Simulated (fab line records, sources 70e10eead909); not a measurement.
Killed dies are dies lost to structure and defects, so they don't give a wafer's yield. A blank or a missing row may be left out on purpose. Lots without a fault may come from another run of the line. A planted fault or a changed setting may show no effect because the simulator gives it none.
Which tool did it? | flow nand_harc | 12 lots, 36 wafers sampled, at 4 steps of a route of 1159

WHAT THE GAUGES READ, wafer by wafer
NHARC_P_CONTACT_INSPECT_14.
lot  | measured     | on                | raw_defect_count
L075 | day 5 20:24  | defect_inspect-02 | 2 4 2
L077 | day 6 03:26  | defect_inspect-02 | 0 3 1
L079 | day 7 02:18  | defect_inspect-02 | 6 5 7
L081 | day 7 13:14  | defect_inspect-02 | 5 3 6
L083 | day 7 17:44  | defect_inspect-01 | 3 1 0
L085 | day 8 19:20  | defect_inspect-01 | 2 0 0
L087 | day 8 19:00  | defect_inspect-01 | 2 1 4
L089 | day 9 15:25  | defect_inspect-01 | 4 2 3
L091 | day 9 21:51  | defect_inspect-02 | 9 2 5
L093 | day 10 01:35 | defect_inspect-01 | 3 6 2
L095 | day 10 17:27 | defect_inspect-01 | 8 4 4
L097 | day 11 00:29 | defect_inspect-01 | 1 1 6

WHICH TOOL RAN EACH LOT (tool, then ch and the chambers of the sampled wafers, then the start)
lot  | NHARC_P_ZERO_WELL_DESCUM_13       | NHARC_P_GATE_ALD_36               | NHARC_P_GATE_STRIP_95
L075 | rie_diel-08 ch 1,2,3, day 1 19:26 | ald_sin-04 ch 0,2, day 5 01:17    | plasma_asher-02 ch 0,1, day 5 16:43
L077 | rie_diel-08 ch 0,1,3, day 2 07:24 | ald_sin-02 ch 0,1,2, day 5 10:46  | plasma_asher-01 ch 0,1, day 5 23:55
L079 | rie_diel-11 ch 0,1,3, day 2 19:19 | ald_sin-01 ch 1,3, day 6 07:29    | plasma_asher-01 ch 0,1, day 6 22:43
L081 | rie_diel-13 ch 1,3, day 3 07:25   | ald_sin-02 ch 1,2, day 6 18:38    | plasma_asher-01 ch 0, day 7 09:38
L083 | rie_diel-13 ch 0,2,3, day 3 19:29 | ald_sin-04 ch 2,3, day 6 23:55    | plasma_asher-01 ch 0,1, day 7 14:10
L085 | rie_diel-13 ch 0,1,2, day 4 07:17 | ald_sin-04 ch 0,2,3, day 8 02:25  | plasma_asher-02 ch 0,1, day 8 15:48
L087 | rie_diel-08 ch 0,1,2, day 4 19:46 | ald_sin-01 ch 0,3, day 8 00:14    | plasma_asher-01 ch 0,1, day 8 15:26
L089 | rie_diel-11 ch 0,3, day 5 07:19   | ald_sin-01 ch 0,1, day 8 19:01    | plasma_asher-02 ch 0, day 9 11:43
L091 | rie_diel-08 ch 1,2,3, day 5 19:16 | ald_sin-02 ch 0,1,3, day 9 02:31  | plasma_asher-02 ch 0,1, day 9 18:12
L093 | rie_diel-13 ch 0,1,3, day 6 07:16 | ald_sin-01 ch 0,1,3, day 9 08:39  | plasma_asher-02 ch 0,1, day 9 22:04
L095 | rie_diel-08 ch 0,3, day 6 19:26   | ald_sin-04 ch 0,2,3, day 10 00:46 | plasma_asher-01 ch 0,1, day 10 13:53
L097 | rie_diel-13 ch 0,1,3, day 7 07:23 | ald_sin-01 ch 2,3, day 10 05:47   | plasma_asher-02 ch 0,1, day 10 20:56
- NHARC_P_ZERO_WELL_DESCUM_13: chemistry O2, time 3 s.
- NHARC_P_GATE_ALD_36: deposits SiNx, target thk 20 nm, pulse time 60 s, ald cycles 223.
- NHARC_P_GATE_STRIP_95: strips in O2.

THE ANSWER, worked out from the rows above alone
Rule: what is usual is taken from the lots themselves. Put in order of their means at a reading, lots are off if they are a third of the lots or fewer, leave a main group of 4 or more, and stand apart from it by a gap of 3 or more times the standard deviation of the main group's means; of several such gaps the widest counts. A main group whose means are all the same, to the digits that the tables above print for the reading, isn't used. A lot without any number at a reading at which 4 lots or more have one is off too. The other lots that the step has rows for count as sound.
No lot is off at any reading shown: from this, nothing can be told.

WHAT THE SIMULATOR HAD PUT IN
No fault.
